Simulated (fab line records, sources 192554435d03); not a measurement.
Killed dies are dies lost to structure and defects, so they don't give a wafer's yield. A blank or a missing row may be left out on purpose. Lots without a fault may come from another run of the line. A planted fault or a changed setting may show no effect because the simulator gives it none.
A struck lot beside a sound one | flow n5_finfet | 36 steps out of a route of 1938
Sound: wafers L420.2, L420.3, L420.5. Struck: wafer L416.6. (L416.1, L416.3 of the same lot were not struck and are left out.) The cause comes at the end.
At each step with rows: each side's tool, then ch and its chambers, then its first start. Under that, the readings that differ: sound wafers | struck wafers | difference of the means | sigmas: that difference in standard deviations of wafers without a fault.
alike: readings whose means differ by less than 2 such deviations, and words and numbers that are the same on both sides. not compared: withheld readings, readings that some wafer has no value for, bounds like >300 that may hide the same value, and numbers for which the record gives no deviation and whose values overlap.
The two part at a step that has a row with sigmas, a row that says differs or no value, or rows on one side only. Numbers that don't overlap but have no deviation are shown without sigmas and don't part them. A reading that every wafer of one side lacks parts them only if that side has two wafers or more.

first, 9 steps without rows for these wafers: N5_BEOL_M4_ANNEAL_95 (time 240 s); N5_BEOL_M4_SPUTTER_96 (material Cu, target thk 4.5 nm, time 8.29 s); N5_BEOL_M4_ECD_50 (material Cu, target thk 300 nm); N5_BEOL_M4_ANNEAL_51 (time 90 s); N5_BEOL_M4_CMP_52 (polishes, stops on SiOC, t overpolish 6.8 s, target thk 40 nm); N5_BEOL_M4_PRE_CLEAN_60 (time 15 s); N5_BEOL_M4_CO_CAP_55 (material Co, precursor CCTBA/H2, target thk 2 nm, time 102.1 s); N5_BEOL_M4_PRE_CLEAN_56 (time 15 s); N5_BEOL_M4_DEP_57 (deposits SiCN from 3MS/NH3, target thk 8 nm, time 14 s).
N5_BEOL_M4_RC_MEAS_101:
  sound on prober-02 ch 0, day 13 14:15; struck on prober-01 ch 0, day 12 15:24
  alike: DIBL_N, DIBL_P, IOFF_N, IOFF_P, ION_N, ION_P, SS_N, SS_P, VT_N, VT_P
then, 24 steps without rows for these wafers: N5_BEOL_M5_ILD_DEP_00 (deposits SiCOH lowk from DEMS/porogen, target thk 140.64 nm, time 25.9 s); N5_BEOL_M5_CURE_79 (cures SiCOH lowk, time 240 s); N5_BEOL_M5_PECVD_70 (deposits SiO2 from TEOS/O2, target thk 16 nm, time 18 s); N5_BEOL_M5_HM_DEP_02 (deposits TiN, target thk 20 nm); N5_BEOL_M5_COAT_59 (time 60 s, resist thk 60 nm); N5_BEOL_M5_COAT_60 (time 60 s, resist thk 12 nm); N5_BEOL_M5_COAT_71 (time 60 s, resist thk 5 nm); N5_BEOL_M5_COAT_05 (resist thk 30 nm); N5_BEOL_M5_EBR_07; N5_BEOL_M5_SOFTBAKE_06 (time 60 s); N5_BEOL_M5_EXPOSE_08 (exposes mask M5, target cd 28 nm); N5_BEOL_M5_PEB_09 (peb time 60 s); N5_BEOL_M5_DEVELOP_10 (develop time 30 s); N5_BEOL_M5_DESCUM_16 (chemistry O2, time 7 s); N5_BEOL_M5_ETCH_72 (etches underlayer in N2/H2, target depth 6.5 nm, time 5.2 s); N5_BEOL_M5_ETCH_61 (etches SiARC in CF4, target depth 15.6 nm, time 26 s); N5_BEOL_M5_ETCH_62 (etches SOC in N2/H2, target depth 75 nm, overetch 15 nm, time 112.5 s); N5_BEOL_M5_STRIP_63 (strips in N2/H2); N5_BEOL_M5_STRIP_73 (strips in N2/H2); N5_BEOL_M5_STRIP_64 (strips in CF4); N5_BEOL_M5_HM_OPEN_17 (chemistry Cl2/BCl3, target TiN, target depth 20 nm, overetch 6 nm); N5_BEOL_M5_STRIP_19 (strips in O2); N5_BEOL_M5_COAT_65 (time 60 s, resist thk 60 nm); N5_BEOL_M5_COAT_66 (time 60 s, resist thk 12 nm).
-- the record jumps here: 4 days lie between the struck wafers' starts before and after (it left off in module BEOL_M5 and takes up again in module PASSIVATION, whose first step shown is number 1915 of the route) --
N5_PASSIVATION_PECVD_53: deposits SiO2 from TEOS/O2, target thk 800 nm, time 169.4 s.
  sound on pecvd-04 ch 0,2, day 17 19:07; struck on pecvd-03 ch 2, day 16 09:31
  reading                                        | sound             | struck | difference | sigmas
  run_length_s (s)                               | 197.4 198.4 197.8 | 350.4  | +152.5     | +99 or more
  model.SiO2_of_PASSIVATION_PECVD_53.thk_nm (nm) | 782.4 775 781.6   | 1539   | +759       |
N5_PASSIVATION_PROBE_49:
  the record has rows for the struck wafers here (prober-01, day 16 13:26) and none for the sound ones

WHERE THEY PART
First at N5_PASSIVATION_PECVD_53; last, within this record, at N5_PASSIVATION_PROBE_49.

WHY: what the simulator had put in
Process parameter drift: pecvd-03, from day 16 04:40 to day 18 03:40, at N5_PASSIVATION_PECVD_53. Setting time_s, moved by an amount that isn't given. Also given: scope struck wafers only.
